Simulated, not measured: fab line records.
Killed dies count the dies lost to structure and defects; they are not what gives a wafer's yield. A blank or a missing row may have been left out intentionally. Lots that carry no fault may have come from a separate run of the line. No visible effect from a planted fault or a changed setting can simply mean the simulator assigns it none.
Chamber matching / flow nand harc / NHARC_A_M1_STRIP_18 on rie diel-05 has 4 sister chambers
The step strips in N2/H2. 20 wafers are shown with their chamber, then 10 later ones without.

== WAFERS PAIRED WITH THEIR CHAMBERS ==
wafer=L078.1; chamber=3; oes product au (a.u.)=1.006; throttle valve pct (%)=14.173; rf vpp V (V)=91.0
wafer=L078.2; chamber=0; oes product au (a.u.)=0.989; throttle valve pct (%)=14.170; rf vpp V (V)=90.3
wafer=L078.5; chamber=3; oes product au (a.u.)=1.003; throttle valve pct (%)=14.162; rf vpp V (V)=90.3
wafer=L079.2; chamber=3; oes product au (a.u.)=1.009; throttle valve pct (%)=14.174; rf vpp V (V)=90.3
wafer=L079.5; chamber=1; oes product au (a.u.)=1.000; throttle valve pct (%)=14.170; rf vpp V (V)=92.1
wafer=L079.6; chamber=0; oes product au (a.u.)=0.997; throttle valve pct (%)=14.180; rf vpp V (V)=91.1
wafer=L081.1; chamber=1; oes product au (a.u.)=0.976; throttle valve pct (%)=14.157; rf vpp V (V)=89.3
wafer=L081.2; chamber=3; oes product au (a.u.)=1.002; throttle valve pct (%)=14.170; rf vpp V (V)=90.2
wafer=L081.4; chamber=0; oes product au (a.u.)=0.990; throttle valve pct (%)=14.165; rf vpp V (V)=90.8
wafer=L081.3; chamber=2; oes product au (a.u.)=0.991; throttle valve pct (%)=14.163; rf vpp V (V)=91.0
wafer=L081.5; chamber=1; oes product au (a.u.)=0.981; throttle valve pct (%)=14.189; rf vpp V (V)=90.2
wafer=L081.6; chamber=2; oes product au (a.u.)=0.993; throttle valve pct (%)=14.154; rf vpp V (V)=90.5
wafer=L082.2; chamber=1; oes product au (a.u.)=0.991; throttle valve pct (%)=14.166; rf vpp V (V)=91.2
wafer=L082.3; chamber=3; oes product au (a.u.)=0.991; throttle valve pct (%)=14.183; rf vpp V (V)=89.5
wafer=L082.5; chamber=0; oes product au (a.u.)=0.981; throttle valve pct (%)=14.153; rf vpp V (V)=89.3
wafer=L083.2; chamber=0; oes product au (a.u.)=0.992; throttle valve pct (%)=14.169; rf vpp V (V)=91.3
wafer=L083.5; chamber=3; oes product au (a.u.)=0.990; throttle valve pct (%)=14.180; rf vpp V (V)=89.6
wafer=L083.6; chamber=0; oes product au (a.u.)=0.992; throttle valve pct (%)=14.168; rf vpp V (V)=91.3
wafer=L085.1; chamber=0; oes product au (a.u.)=0.986; throttle valve pct (%)=14.165; rf vpp V (V)=90.7
wafer=L085.2; chamber=1; oes product au (a.u.)=0.981; throttle valve pct (%)=14.169; rf vpp V (V)=91.3

SIGNATURES (means of the wafers above)
reading=oes product au; chamber 0=0.98957; chamber 1=0.98580; chamber 2=0.99200; chamber 3=1.00017; scatter within a chamber=0.00723
reading=throttle valve pct; chamber 0=14.16714; chamber 1=14.17020; chamber 2=14.15850; chamber 3=14.17367; scatter within a chamber=0.00884
reading=rf vpp V; chamber 0=90.686; chamber 1=90.820; chamber 2=90.750; chamber 3=90.150; scatter within a chamber=0.764
Rule: for a wafer and a chamber, the distance is found by dividing, reading by reading, the gap between the wafer's reading and the chamber's mean by the reading's scatter, squaring, summing and taking the root. The wafer belongs to the nearest chamber; if the next one is less than 2 further off, it can't be placed. The scatter: the root of (the sum of the squares of (reading less its chamber's mean) over the shown wafers, divided by (wafers less chambers)).

== WAFERS WITH NO CHAMBER GIVEN ==
wafer=L085.6; oes product au (a.u.)=1.013; throttle valve pct (%)=14.181; rf vpp V (V)=91.3
wafer=L087.1; oes product au (a.u.)=0.992; throttle valve pct (%)=14.181; rf vpp V (V)=91.4
wafer=L087.3; oes product au (a.u.)=1.001; throttle valve pct (%)=14.176; rf vpp V (V)=90.5
wafer=L087.5; oes product au (a.u.)=1.006; throttle valve pct (%)=14.167; rf vpp V (V)=91.4
wafer=L087.2; oes product au (a.u.)=0.998; throttle valve pct (%)=14.143; rf vpp V (V)=90.0
wafer=L087.4; oes product au (a.u.)=0.982; throttle valve pct (%)=14.168; rf vpp V (V)=91.0
wafer=L087.6; oes product au (a.u.)=0.996; throttle valve pct (%)=14.168; rf vpp V (V)=91.4
wafer=L092.3; oes product au (a.u.)=0.993; throttle valve pct (%)=14.167; rf vpp V (V)=90.4
wafer=L092.4; oes product au (a.u.)=1.005; throttle valve pct (%)=14.168; rf vpp V (V)=91.4
wafer=L092.6; oes product au (a.u.)=0.985; throttle valve pct (%)=14.172; rf vpp V (V)=90.1

== THE CHAMBER EACH PASSED THROUGH ==
wafer=L085.6; from the rows above=can't be placed: 3 or 0 or 2 or 1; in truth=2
wafer=L087.1; from the rows above=can't be placed: 1 or 0 or 3 or 2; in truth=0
wafer=L087.3; from the rows above=can't be placed: 3 or 0 or 1 or 2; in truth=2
wafer=L087.5; from the rows above=can't be placed: 3 or 2 or 0 or 1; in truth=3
wafer=L087.2; from the rows above=can't be placed: 2 or 0 or 3 or 1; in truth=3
wafer=L087.4; from the rows above=can't be placed: 1 or 0 or 2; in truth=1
wafer=L087.6; from the rows above=can't be placed: 0 or 2 or 1 or 3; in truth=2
wafer=L092.3; from the rows above=can't be placed: 0 or 2 or 1 or 3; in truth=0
wafer=L092.4; from the rows above=can't be placed: 3 or 2 or 0 or 1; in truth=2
wafer=L092.6; from the rows above=can't be placed: 1 or 0 or 2 or 3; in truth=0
Correct placement for 0 of the 10. These rows do not allow placing 10 (true chamber among the candidates in 10). 0 placed wrongly.
